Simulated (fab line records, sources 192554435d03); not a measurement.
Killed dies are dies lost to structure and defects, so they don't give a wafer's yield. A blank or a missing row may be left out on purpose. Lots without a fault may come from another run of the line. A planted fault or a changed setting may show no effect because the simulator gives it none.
fab line records | flow n5_finfet | part 1 of 2: steps 1 to 41 of 43
record lots=6 wafers=18 last_day=20
route steps=1938 shown SD_EPI_N@274 SD_EPI_P@295 MOL_CONTACT_COAG@537 PASSIVATION@1936
lots that met no fault: from a run of the same line without faults
start_h: hours from the record's first day to the start of the lot's first wafer shown | wait_h: hours since the lot's step before | " the same as in the row above | L1.1+2: a row that stands for several wafers | - no value, or no start given | * or withheld: withheld | < > ~ a bound
route shown NAME@n: a module of which the file shows steps, and the number in the route of the first | usual: mean/standard deviation of fault-free wafers | same: alike in all rows | chamber/n: place in a boat | sites: the reading at each site | _std_site: their standard deviation | _edge_site: outer sites' mean less inner sites' | radius_mm: how far each site lies from the wafer's centre | mask NAME#n: copy n | behind: the tool/chamber that last shaped the wafer | hold: why the lot was held/for how many hours/how that ended | device: the transistor (n, p or np) that didn't switch | end of line: the same wafers' tests at the end of the route | a step without rows: its recipe alone | killed: dies lost to structure and defects at the first sort, not the wafer's yield | map: a wafer's dies, x killed, . not, _ none there
set.NAME: the setting as run; set.NAME@STEP: as run at that earlier step | model.NAME: the simulator's own value behind a step, which no gauge read
lots at some steps of the route; a table a step, a row a wafer
services: from which hour (start_h, from the record's first day; less than 0 if before it) a tool's chamber was out of use, for how many hours, and why
## steps
# step N5_SD_EPI_N_ETCH_34
# recipe chemistry=CF4 target=SiARC target_depth_a=455 mask_material=CAR-ArF-block time_s=75.8 ion_energy_ev=80 pressure_mtorr=40 source_w=545 bias_w=36 Ar_flow_sccm=100 cf4_flow_sccm=100 ends=cleared
# step N5_SD_EPI_N_ETCH_35
# recipe chemistry=N2/H2 target=SOC overetch_a=1080 mask_material=SiARC temp_c=40 ion_energy_ev=100 source_w=3000 bias_w=133 pressure_mtorr=20 time_s=486 n2_flow_sccm=200 h2_flow_sccm=200
# step N5_SD_EPI_N_STRIP_36
# recipe chemistry=N2/H2 temp_c=40 n2_flow_sccm=200 h2_flow_sccm=200 rf_frequency_hz=6e+07
# step N5_SD_EPI_N_ETCHBACK_44
# recipe chemistry=CH3F/O2 mode=anisotropic_etchback target=SiNx target_depth_a=145 stop_on=SiO2 over_etch_frac=0.3 ion_energy_ev=120 pressure_mtorr=30 source_w=395 bias_w=73 Ar_flow_sccm=150 CH3F_flow_sccm=30 O2_flow_sccm=20
# usual CH3F_flow_sccm=30.00/0.091 drypump_motor_current_A=5.7/0.44 mfc_ar_sccm=150.0/0.49 oes_product_au=0.65/0.053 rf_vpp_V=298.9/2.5 showerhead_plenum_p_Torr=2.02/0.037 throttle_valve_pct=16.34/0.16
# columns lot.wafer tool chamber start_h wait_h CH3F_flow_sccm drypump_motor_current_A mfc_ar_sccm oes_product_au rf_hours_counter_h rf_vpp_V showerhead_plenum_p_Torr throttle_valve_pct
L571.3 rie_diel-02 1 83.91 0.0 29.98 5.7 150.0 0.65 144 300.6 2.01 16.43
L571.4 " 3 " " 29.87 5.8 149.5 0.61 200 301.7 2.06 16.45
L571.6 " 2 " " 30.15 4.8 149.1 0.66 - 301.5 2.01 16.53
L573.1 rie_diel-02 3 97.39 0.0 30.26 5.8 149.8 0.61 202 300.0 2.06 16.46
L573.2 " 2 " " 30.14 4.9 150.7 0.65 134 300.3 2.01 16.52
L573.4 " 1 " " 29.99 5.7 150.5 0.65 146 301.2 2.01 16.44
L578.1 rie_diel-02 2 129.64 0.0 30.21 4.9 150.2 0.64 143 301.9 2.00 16.54
L578.2 " 3 " " 29.93 5.8 150.2 0.61 211 302.1 2.06 16.48
L578.5 " 2 " " 30.15 4.9 149.5 0.65 - 299.3 2.00 16.53
L580.1 rie_diel-02 1 148.52 0.0 29.81 5.6 149.6 0.63 160 302.1 2.00 16.45
L580.3 " 0 " " 30.11 6.2 149.6 0.75 47 301.4 2.03 16.22
L580.6 " 2 " " 29.85 4.9 149.5 0.64 - 300.5 2.00 16.55
L583.1 rie_diel-05 3 165.23 0.0 30.06 5.5 150.1 0.64 163 298.0 2.08 16.31
L583.5 " 2 " " 29.94 5.7 149.4 0.62 - 297.2 1.99 16.25
L583.6 " 1 " " 29.96 6.3 149.5 0.75 - 301.0 1.96 16.02
L585.3 rie_diel-02 1 189.86 0.0 30.07 5.7 150.2 0.63 178 300.7 2.00 16.48
L585.4 " 2 " " 29.93 4.9 149.4 0.64 163 300.7 2.00 16.58
L585.5 " 0 " " 29.97 6.2 150.5 0.73 - 300.3 2.03 16.22
# step N5_SD_EPI_N_ETCH_45
# recipe chemistry=CH3F/O2 target=SiOCN target_depth_a=60 mask_material=SOC ion_energy_ev=60 bias_w=29 pressure_mtorr=15 source_w=410 Ar_flow_sccm=150 CH3F_flow_sccm=30 O2_flow_sccm=20
# step N5_SD_EPI_N_ETCH_16
# recipe chemistry=CHF3/O2 target=SiO2 target_depth_a=50 mask_material=SOC pressure_mtorr=30 source_w=650 bias_w=170 Ar_flow_sccm=200 CHF3_flow_sccm=50 O2_flow_sccm=5 ion_energy_ev=200
# step N5_SD_EPI_N_STRIP_47
# recipe chemistry=CHF3/O2 resist=SiARC rf_frequency_hz=6e+07
# step N5_SD_EPI_N_SD_RECESS_17
# recipe chemistry=HBr/Cl2/O2 target_depth_a=410 mask_material=SOC time_s=23.7 bt_time_s=3 pressure_mtorr=10 icp_w=800 bias_w=112 HBr_flow_sccm=150 Cl2_flow_sccm=80 O2_flow_sccm=12
# step N5_SD_EPI_N_STRIP_38
# recipe chemistry=N2/H2 power_w=1000 temp_c=250 h2_frac=0.65 overash_fraction=0.3 pressure_mtorr=withheld n2_flow_sccm=1750 h2_flow_sccm=3250
# usual drypump_motor_current_A=5.24/0.2 heater_power_w=344/20 oes_product_au=0.761/0.011
# columns lot.wafer tool chamber start_h wait_h drypump_motor_current_A heater_power_w oes_product_au rf_hours_counter_h
L571.3 plasma_asher-02 1 84.30 0.1 5.32 365 0.746 -
L571.4 " 0 " " 5.38 348 0.776 -
L571.6 " 1 " " 5.32 365 0.761 -
L573.1 plasma_asher-01 0 97.76 0.1 5.39 344 0.784 91
L573.2 " 1 " " 4.92 308 0.752 91
L573.4 " 1 " " 4.90 311 0.761 -
L578.1 plasma_asher-02 0 130.01 0.1 5.39 347 0.761 47
L578.2 " 1 " " 5.29 359 0.754 47
L578.5 " 0 " " 5.40 354 0.762 -
L580.1 plasma_asher-02 0 148.88 0.1 5.39 362 0.742 49
L580.3 " 1 " " 5.33 370 0.761 -
L580.6 " 0 " " 5.38 357 0.766 -
L583.1 plasma_asher-02 1 165.60 0.1 5.32 358 0.744 51
L583.5 " 1 " " 5.32 369 0.757 -
L583.6 " 0 " " 5.39 349 0.792 -
L585.3 plasma_asher-01 1 190.25 0.1 4.89 312 0.748 -
L585.4 " 0 " " 5.36 346 0.748 -
L585.5 " 1 " " 4.90 317 0.754 -
# step N5_SD_EPI_N_WET_ETCH_43
# recipe chemistry=dHF dilution=withheld time_s=14 target=SiO2 target_depth_a=15 temp_c=25
# step N5_SD_EPI_N_STRIP_18
# recipe chemistry=SPM time_s=750 temp_c=130 h2so4_h2o2_vol_ratio=4
# step N5_SD_EPI_N_SRD_20
# recipe dry=ipa_marangoni do_ppb=5 time_s=30 temp_c=23 rinse_liquid=diw
# step N5_SD_EPI_N_PRECLEAN_48
# recipe chemistry=NF3:NH3 afs_cycles=2 temp_c=30 time_s=20 sublimation_temp_c=180 sublimation_time_s=60 pressure_torr=3 rf_power_w=30
# usual afs_cycles=2/0 chamber_pressure_Torr=2.999/0.0071 time_s=20/0
# columns lot.wafer tool chamber start_h wait_h afs_cycles chamber_pressure_Torr time_s model.SiNx_of_SPACER0_ALD_08.thk_nm
L571.3 epi_rpcvd-04 - 84.75 0.2 - - - 1.6
L571.4 " - " " - - - 1.6
L571.6 " - " " - - - 1.6
L573.1 epi_rpcvd-03 - 98.11 0.0 - - - 1.6
L573.2 " - " " - - - 1.6
L573.4 " - " " - - - 1.6
L578.1 epi_rpcvd-04 0 130.36 0.0 2 3.008 20 1.2
L578.2 " 0 " " 2 2.995 20 1.2
L578.5 " 0 " " 2 2.996 20 1.2
L580.1 epi_rpcvd-01 0 149.24 0.0 2 2.994 20 1.4
L580.3 " 0 " " 2 2.979 20 1.4
L580.6 " 0 " " 2 2.995 20 1.4
L583.1 epi_rpcvd-03 0 165.95 0.0 2 2.991 20 1.2
L583.5 " 0 " " 2 2.996 20 1.2
L583.6 " 0 " " 2 2.990 20 1.2
L585.3 epi_rpcvd-01 0 190.74 0.2 2 3.004 20 1.4
L585.4 " 0 " " 2 3.008 20 1.4
L585.5 " 0 " " 2 3.010 20 1.4
# step N5_SD_EPI_N_VAPOR_ETCH_50
# recipe chemistry=HCl target=Si temp_c=775 time_s=54 pressure_torr=20 mode=isotropic
# step N5_SD_EPI_N_EPI_21
# recipe material=Si:P dopant=P temp_c=680 pressure_torr=255 time_s=690
# same time_s=690
# columns lot.wafer tool chamber start_h wait_h model.Si-P_of_SD_EPI_N_EPI_21.thk_nm
L571.3 epi_rpcvd-04 0 85.73 0.7 1.8
L571.4 " 0 " " 1.4
L571.6 " 0 " " 0.8
L573.1+4 epi_rpcvd-03 0 98.83 0.2 0.8
L573.2 " 0 " " 1
L578.1 epi_rpcvd-04 0 131.08 0.2 58.8
L578.2 " 0 " " 58.2
L578.5 " 0 132.57 1.5 59.2
L580.1 epi_rpcvd-01 0 150.20 0.3 59.2
L580.3+6 " 0 " " 59.6
L583.1 epi_rpcvd-03 0 166.67 0.2 60.4
L583.5 " 0 168.16 1.5 60.6
L583.6 " 0 " " 59.4
L585.3+4 epi_rpcvd-01 0 192.05 0.9 60.2
L585.5 " 0 " " 59.6
# step N5_SD_EPI_N_PRECLEAN_24
# recipe chemistry=O3/DIW time_s=60 temp_c=22 o3_ppm=10
# step N5_SD_EPI_N_SRD_25
# recipe time_s=30 temp_c=23 rinse_liquid=diw dry=ipa_marangoni
# step N5_SD_EPI_N_PRECLEAN_49
# recipe chemistry=NF3:NH3 afs_cycles=1 temp_c=30 time_s=20 sublimation_temp_c=180 sublimation_time_s=60 pressure_torr=3 rf_power_w=30
# step N5_SD_EPI_N_LINER_46
# recipe material=SiNx target_thk_a=30 temp_c=400 ald_precursor_family=SiH2I2 ald_co_reactant=N2/H2-plasma pressure_torr=2
# usual heater_power_w=791/89
# columns lot.wafer tool chamber start_h wait_h heater_power_w
L571.3 ald_sin-01 1 87.24 0.2 730
L571.4 " 3 " " 860
L571.6 " 2 " " 861
L573.1 ald_sin-02 0 101.41 0.2 782
L573.2 " 3 " " 760
L573.4 " 1 " " 964
L578.1 ald_sin-02 1 133.66 0.2 953
L578.2 " 0 " " 789
L578.5 " 3 " " 757
L580.1 ald_sin-04 0 154.88 1.5 681
L580.3 " 2 " " 736
L580.6 " 1 " " 754
L583.1 ald_sin-04 3 169.25 0.2 758
L583.5 " 0 " " 698
L583.6 " 1 " " 799
L585.3 ald_sin-04 0 193.88 0.1 683
L585.4 " 2 " " 730
L585.5 " 1 " " 766
# step N5_SD_EPI_N_INSPECT_26
# recipe inspect_instrument=darkfield mode=post_epi
# usual raw_defect_count=198/42
# columns lot.wafer tool chamber start_h wait_h raw_defect_count
L571.3 defect_inspect-02 - 87.49 0.1 176
L571.4 " - " " 211
L571.6 " - " " 265
L573.1 defect_inspect-01 - 101.66 0.1 182
L573.2 " - " " 168
L573.4 " - " " 213
L578.1 defect_inspect-02 - 133.91 0.1 154
L578.2 " - " " 117
L578.5 " - " " 131
L580.1 defect_inspect-02 - 155.13 0.1 167
L580.3 " - " " 199
L580.6 " - " " 210
L583.1 defect_inspect-02 - 169.50 0.1 168
L583.5 " - " " 179
L583.6 " - " " 126
L585.3 defect_inspect-02 - 194.14 0.1 154
L585.4 " - " " 136
L585.5 " - " " 116
# step N5_SD_EPI_P_COAT_34
# recipe resist=SOC temp_c=250 time_s=60 spin_rpm=1500 resist_thk_nm=350
# step N5_SD_EPI_P_COAT_35
# recipe resist=SiARC temp_c=220 time_s=60 spin_rpm=1500 resist_thk_nm=35
# step N5_SD_EPI_P_COAT_03
# recipe resist=CAR-ArF-block spin_rpm=1500 resist_thk_nm=150
# step N5_SD_EPI_P_EBR_05
# recipe solvent=PGMEA ebr_width_mm=1.5
# step N5_SD_EPI_P_SOFTBAKE_04
# recipe temp_c=110 time_s=60 resist=CAR-ArF-block
# step N5_SD_EPI_P_EXPOSE_06
# recipe mask_id=SD_P_BLK na=1.35 source_shape=conventional sigma_outer=0.8 polarization=unpolarized target_cd_nm=240 dose_mj=39.5
# step N5_SD_EPI_P_PEB_07
# recipe peb_temp_c=110 peb_time_s=60 resist=CAR-ArF-block
# step N5_SD_EPI_P_DEVELOP_08
# recipe develop_time_s=30 developer=TMAH resist=CAR-ArF-block dev_temp_c=23 rinse_liquid=diw dry=air_spin
# step N5_SD_EPI_P_CD_MEAS_09
# recipe target_cd_nm=240 landing_energy_ev=500 detector=se_inlens
# usual cd_nm=240.1/0.67
# columns lot.wafer tool chamber start_h wait_h cd_nm
L571.3 cd_sem-02 0 87.89 - 240.4
L571.4 " 0 " " 239.9
L571.6 " 0 " " 239.5
L573.1 cd_sem-03 0 101.95 - 239.5
L573.2 " 0 " " 240.0
L573.4 " 0 " " 240.5
L578.1 cd_sem-03 0 134.31 - 241.1
L578.2 " 0 " " 240.5
L578.5 " 0 " " 240.2
L580.1 cd_sem-02 0 155.53 - 239.6
L580.3 " 0 " " 239.5
L580.6 " 0 " " 240.2
L583.1 cd_sem-02 0 169.90 - 238.3
L583.5 " 0 " " 238.5
L583.6 " 0 " " 239.6
L585.3 cd_sem-02 0 194.66 - 240.3
L585.4 " 0 " " 240.5
L585.5 " 0 " " 240.5
# step N5_SD_EPI_P_OVL_MEAS_10
# recipe points_per_wafer=44
# usual SD_P_BLK_OVL=0.2/0.67
# columns lot.wafer tool chamber start_h wait_h SD_P_BLK_OVL[nm]
L571.3 overlay-02 0 87.91 0.0 -0.3
L571.4 " 0 " " 0.5
L571.6 " 0 " " -0.2
L573.1 overlay-02 0 101.98 0.0 0.4
L573.2 " 0 " " 1.6
L573.4 " 0 " " 0.5
L578.1 overlay-01 0 142.90 8.6 0.8
L578.2 " 0 " " -0.2
L578.5 " 0 " " -0.2
L580.1 overlay-01 0 155.56 0.0 0.4
L580.3 " 0 " " 0.5
L580.6 " 0 " " 1.1
L583.1 overlay-02 0 169.93 0.0 0.5
L583.5 " 0 " " 0.3
L583.6 " 0 " " 0.9
L585.3 overlay-01 0 194.68 0.0 0.1
L585.4 " 0 " " -0.8
L585.5 " 0 " " -0.6
# step N5_SD_EPI_P_INSPECT_11
# recipe mode=adi inspect_instrument=macro
# usual raw_defect_count=2.2/1.6
# columns lot.wafer tool chamber start_h wait_h raw_defect_count
L571.3 defect_inspect-02 - 87.94 0.0 2
L571.4 " - " " 1
L571.6 " - " " 2
L573.1 defect_inspect-01 - 102.01 0.0 3
L573.2 " - " " 3
L573.4 " - " " 0
L578.1 defect_inspect-01 - 142.94 0.0 3
L578.2 " - " " 1
L578.5 " - " " 4
L580.1 defect_inspect-01 - 155.58 0.0 4
L580.3 " - " " 5
L580.6 " - " " 1
L583.1 defect_inspect-02 - 169.95 0.0 5
L583.5 " - " " 1
L583.6 " - " " 4
L585.3 defect_inspect-01 - 194.71 0.0 1
L585.4 " - " " 3
L585.5 " - " " 3
# step N5_SD_EPI_P_DESCUM_14
# recipe chemistry=O2 time_s=7.9 source_power_w=50 bias_power_w=20 pressure_mtorr=20 rf_frequency_hz=2.712e+07 temp_c=40 resist=CAR-ArF-block o2_flow_sccm=225
# step N5_SD_EPI_P_ETCH_36
# recipe chemistry=CF4 target=SiARC target_depth_a=455 mask_material=CAR-ArF-block time_s=75.8 ion_energy_ev=80 pressure_mtorr=40 source_w=545 bias_w=36 Ar_flow_sccm=100 cf4_flow_sccm=100 ends=cleared
# usual drypump_motor_current_A=5.9/0.55 etch_rf_on_time_s=75.6/1.2 mfc_ar_sccm=100.0/0.31 oes_product_au=0.68/0.073 rf_vpp_V=184.1/1.1 showerhead_plenum_p_Torr=2.14/0.066 throttle_valve_pct=15.74/0.22
# columns lot.wafer tool chamber start_h wait_h drypump_motor_current_A etch_rf_on_time_s mfc_ar_sccm oes_product_au rf_hours_counter_h rf_vpp_V showerhead_plenum_p_Torr throttle_valve_pct
L571.3 rie_diel-01 2 88.01 0.0 6.4 74.6 99.8 0.61 244 183.4 2.03 16.20
L571.4 " 1 " " 6.3 76.4 100.6 0.68 108 184.7 2.16 15.55
L571.6 " 2 " " 6.4 74.9 99.6 0.61 - 181.3 2.03 16.16
L573.1 rie_diel-01 3 102.08 0.0 6.0 75.4 99.5 0.58 235 184.1 2.11 16.03
L573.2 " 2 " " 6.4 74.5 99.2 0.61 248 181.5 2.03 16.19
L573.4 " 1 " " 6.3 76.7 100.1 0.67 112 184.6 2.16 15.57
L578.1 rie_diel-01 1 143.70 0.0 6.3 75.9 99.8 0.67 123 185.9 2.15 15.57
L578.2 " 0 " " 6.7 76.9 100.1 0.70 74 184.3 2.09 15.87
L578.5 " 2 " " 6.4 73.3 100.2 0.83 - 186.3 2.28 15.69
L580.1 rie_diel-06 2 155.65 0.0 6.4 74.7 99.8 0.67 134 182.2 2.07 15.65
L580.3 " 0 " " 6.4 75.3 100.5 0.61 210 184.5 2.21 15.95
L580.6 " 0 " " 6.4 75.2 100.1 0.62 - 182.9 2.21 15.97
L583.1 rie_diel-01 1 170.02 0.0 6.3 76.0 100.2 0.65 133 184.2 2.15 15.59
L583.5 " 2 " " 6.4 73.3 100.5 0.80 - 184.8 2.28 15.73
L583.6 " 0 " " 6.6 76.1 100.1 0.70 - 184.8 2.08 15.89
L585.3 rie_diel-03 3 194.78 0.0 5.4 76.3 100.0 0.75 40 185.5 2.17 15.58
L585.4 " 1 " " 6.1 75.6 100.1 0.63 153 183.2 2.05 15.26
L585.5 " 3 " " 5.4 76.1 100.5 0.76 - 184.3 2.17 15.56
# step N5_SD_EPI_P_ETCH_37
# recipe chemistry=N2/H2 target=SOC overetch_a=1080 mask_material=SiARC temp_c=40 ion_energy_ev=100 source_w=3000 bias_w=133 pressure_mtorr=20 time_s=486 n2_flow_sccm=200 h2_flow_sccm=200 ends=end_point
# step N5_SD_EPI_P_STRIP_38
# recipe chemistry=N2/H2 temp_c=40 n2_flow_sccm=200 h2_flow_sccm=200 rf_frequency_hz=6e+07
# step N5_SD_EPI_P_ETCHBACK_46
# recipe chemistry=CH3F/O2 mode=anisotropic_etchback target=SiNx target_depth_a=175 stop_on=SiO2 over_etch_frac=0.3 ion_energy_ev=120 pressure_mtorr=30 source_w=395 bias_w=73 Ar_flow_sccm=150 CH3F_flow_sccm=30 O2_flow_sccm=20
# step N5_SD_EPI_P_ETCH_47
# recipe chemistry=CH3F/O2 target=SiOCN target_depth_a=250 mask_material=SOC ion_energy_ev=60 bias_w=29 pressure_mtorr=30 source_w=410 Ar_flow_sccm=150 CH3F_flow_sccm=30 O2_flow_sccm=20
# step N5_SD_EPI_P_ETCH_16
# recipe chemistry=CHF3/O2 target=SiO2 target_depth_a=50 mask_material=SOC pressure_mtorr=30 source_w=650 bias_w=170 Ar_flow_sccm=200 CHF3_flow_sccm=50 O2_flow_sccm=5 ion_energy_ev=200
# step N5_SD_EPI_P_STRIP_50
# recipe chemistry=CHF3/O2 resist=SiARC rf_frequency_hz=6e+07
# step N5_SD_EPI_P_SD_RECESS_17
# recipe chemistry=HBr/Cl2/O2 target_depth_a=391 bt_time_s=3 pressure_mtorr=10 icp_w=800 bias_w=112 HBr_flow_sccm=150 Cl2_flow_sccm=80 O2_flow_sccm=12
# usual drypump_motor_current_A=5.8/0.35 oes_product_au=1.001/0.015 throttle_valve_pct=37.11/0.22
# columns lot.wafer tool chamber start_h wait_h drypump_motor_current_A oes_product_au rf_hours_counter_h throttle_valve_pct
L571.3 rie_si-04 1 88.66 0.0 6.2 0.992 167 37.12
L571.4 " 2 " " 5.9 0.988 69 37.23
L571.6 " 3 " " 6.2 1.012 - 37.20
L573.1 rie_si-04 3 102.73 0.0 6.2 1.012 144 37.21
L573.2 " 2 " " 5.9 0.981 69 37.22
L573.4 " 0 " " 6.1 1.021 111 37.44
L578.1 rie_si-06 2 144.35 0.0 5.3 0.987 99 36.97
L578.2 " 1 " " 5.6 1.010 170 36.82
L578.5 " 1 " " 5.6 1.020 - 36.83
L580.1 rie_si-05 0 156.30 0.0 6.1 1.013 2 37.16
L580.3 " 3 " " 5.5 0.983 104 36.68
L580.6 " 3 " " 5.5 0.990 - 36.65
L583.1 rie_si-06 1 170.68 0.0 5.5 1.010 170 36.83
L583.5 " 2 " " 5.2 0.989 - 36.96
L583.6 " 3 " " 5.6 1.017 - 37.01
L585.3 rie_si-05 3 195.43 0.0 5.5 0.990 105 36.68
L585.4 " 1 " " 5.0 0.975 91 37.22
L585.5 " 3 " " 5.5 0.980 - 36.68
# step N5_SD_EPI_P_WET_ETCH_45
# recipe chemistry=dHF dilution=withheld time_s=10.7 target=SiO2 target_depth_a=20 temp_c=25 dry=ipa_marangoni rinse_time_s=30 rinse_temp_c=23
## key
first_sign step=N5_SD_EPI_N_PRECLEAN_48 reading=tool_record direction=missing
effect none on later readings
model_effect step=N5_SD_EPI_N_PRECLEAN_48 value=SiNx_of_SPACER0_ALD_08.thk_nm without=1.267 struck=1.6
model_effect step=N5_SD_EPI_N_EPI_21 value=Si-P_of_SD_EPI_N_EPI_21.thk_nm without=59.3 struck=1.1
model_effect step=N5_MOL_CONTACT_COAG_ETCH_15 value=Si-P_of_SD_EPI_N_EPI_21.thk_nm without=58.32 struck=0.96
met_at N5_SD_EPI_N_PRECLEAN_48
struck_wafers L571.3,L571.4,L571.6,L573.1,L573.2,L573.4
rows_end L573.1,L573.2,L573.4
tester_left_out L571
fault kind=skipped_step_whole tool=epi_rpcvd-03,epi_rpcvd-04 chamber=- onset_h=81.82 steps=N5_SD_EPI_N_PRECLEAN_48 scope=struck_lots_only
# tester_left_out: of these lots the tester's yield and bins aren't shown, on N5 and GAA mostly nor the transistor test; their killed dies are dies lost to structure and defects alone, not to doping, threshold or leakage, so they don't give the yield
# rows_end: these wafers met a further fault down the route, and their rows from its step on are left out
